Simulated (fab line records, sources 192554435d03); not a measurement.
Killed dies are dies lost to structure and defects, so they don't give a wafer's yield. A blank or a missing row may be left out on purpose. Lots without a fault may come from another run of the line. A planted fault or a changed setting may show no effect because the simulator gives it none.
Chamber matching | flow n5_finfet | N5_FIN_SAQP_MANDREL_ETCH_58 on rie_si-01: 4 sister chambers
The step etches a-Si in HBr/Cl2, stops on SiNx, target depth 45 nm, bt time 10 s, time 27 s. 4 wafers are shown with their chamber, then 9 later ones without.

WAFERS WITH THEIR CHAMBER
wafer  | chamber | throttle_valve_pct (%)
L082.2 | 2       | 35.31
L083.3 | 1       | 35.99
L083.5 | 3       | 35.81
L083.6 | 0       | 35.49

WAFERS WITHOUT THEIR CHAMBER
wafer  | throttle_valve_pct (%)
L089.1 | 35.47
L089.2 | 35.99
L089.3 | 35.28
L092.4 | 35.96
L092.5 | 35.99
L092.6 | 35.46
L094.2 | 35.49
L094.3 | 35.83
L094.6 | 36.00

WHICH CHAMBER EACH WENT THROUGH
wafer  | from the rows above | in truth
L089.1 | 0                   | 0
L089.2 | 1                   | 1
L089.3 | 2                   | 2
L092.4 | 1                   | 1
L092.5 | 1                   | 1
L092.6 | 0                   | 0
L094.2 | 0                   | 0
L094.3 | 3                   | 3
L094.6 | 1                   | 1
Placed correctly: 9 of 9. Can't be placed from these rows: 0. Placed wrongly: 0.
How it was worked out, from the rows above alone: a wafer's distance from a chamber is the root of the sum, over the readings, of the square of ((its reading less the chamber's mean) divided by the reading's scatter). The wafer belongs to the nearest chamber; if the next one is less than 2 further off, it can't be placed. A chamber's mean is the mean of its shown wafers. The scatter: with one shown wafer a chamber, the root of the mean of the squares of how far each hidden wafer lies from its nearest shown one.
